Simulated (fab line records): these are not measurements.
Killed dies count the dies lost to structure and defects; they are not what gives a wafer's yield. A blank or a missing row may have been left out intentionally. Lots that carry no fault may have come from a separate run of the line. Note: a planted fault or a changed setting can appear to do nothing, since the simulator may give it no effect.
Matching of chambers || flow n5-finfet || rie-si-01 running N5_ZERO_LAYER_ETCH_18: 4 sister chambers
The step etches Si in HBr/Cl2, target depth 120 nm, time 40 s. 4 wafers are shown with their chamber, then 8 later ones without.

== WAFERS, EACH WITH ITS CHAMBER ==
{"wafer": "L092.1", "chamber": 3, "throttle-valve-pct (%)": 36.08}
{"wafer": "L092.4", "chamber": 0, "throttle-valve-pct (%)": 36.16}
{"wafer": "L092.6", "chamber": 2, "throttle-valve-pct (%)": 36.49}
{"wafer": "L094.1", "chamber": 1, "throttle-valve-pct (%)": 36.27}

== WAFERS WITH NO CHAMBER GIVEN ==
{"wafer": "L094.5", "throttle-valve-pct (%)": 36.28}
{"wafer": "L094.6", "throttle-valve-pct (%)": 36.16}
{"wafer": "L095.3", "throttle-valve-pct (%)": 36.27}
{"wafer": "L095.5", "throttle-valve-pct (%)": 36.18}
{"wafer": "L095.6", "throttle-valve-pct (%)": 36.27}
{"wafer": "L097.2", "throttle-valve-pct (%)": 36.49}
{"wafer": "L097.3", "throttle-valve-pct (%)": 36.29}
{"wafer": "L097.5", "throttle-valve-pct (%)": 36.16}

== WHICH CHAMBER EACH ONE RAN IN ==
{"wafer": "L094.5", "from the rows above": 1, "in truth": 1}
{"wafer": "L094.6", "from the rows above": 0, "in truth": 0}
{"wafer": "L095.3", "from the rows above": 1, "in truth": 1}
{"wafer": "L095.5", "from the rows above": 0, "in truth": 0}
{"wafer": "L095.6", "from the rows above": 1, "in truth": 1}
{"wafer": "L097.2", "from the rows above": 2, "in truth": 2}
{"wafer": "L097.3", "from the rows above": 1, "in truth": 1}
{"wafer": "L097.5", "from the rows above": 0, "in truth": 0}
Placed correctly: 8 of 8. Number that these rows cannot place: 0. 0 placed wrongly.
How it was worked out, from the rows above alone: a wafer's distance from a chamber is the root of the sum, over the readings, of the square of ((its reading less the chamber's mean) divided by the reading's scatter). If the next closest chamber is less than 2 further off than the closest, the wafer can't be placed; otherwise it belongs to the closest. Each chamber's mean is taken over the wafers shown for it. The scatter: with one shown wafer a chamber, the root of the mean of the squares of how far each hidden wafer lies from its nearest shown one.
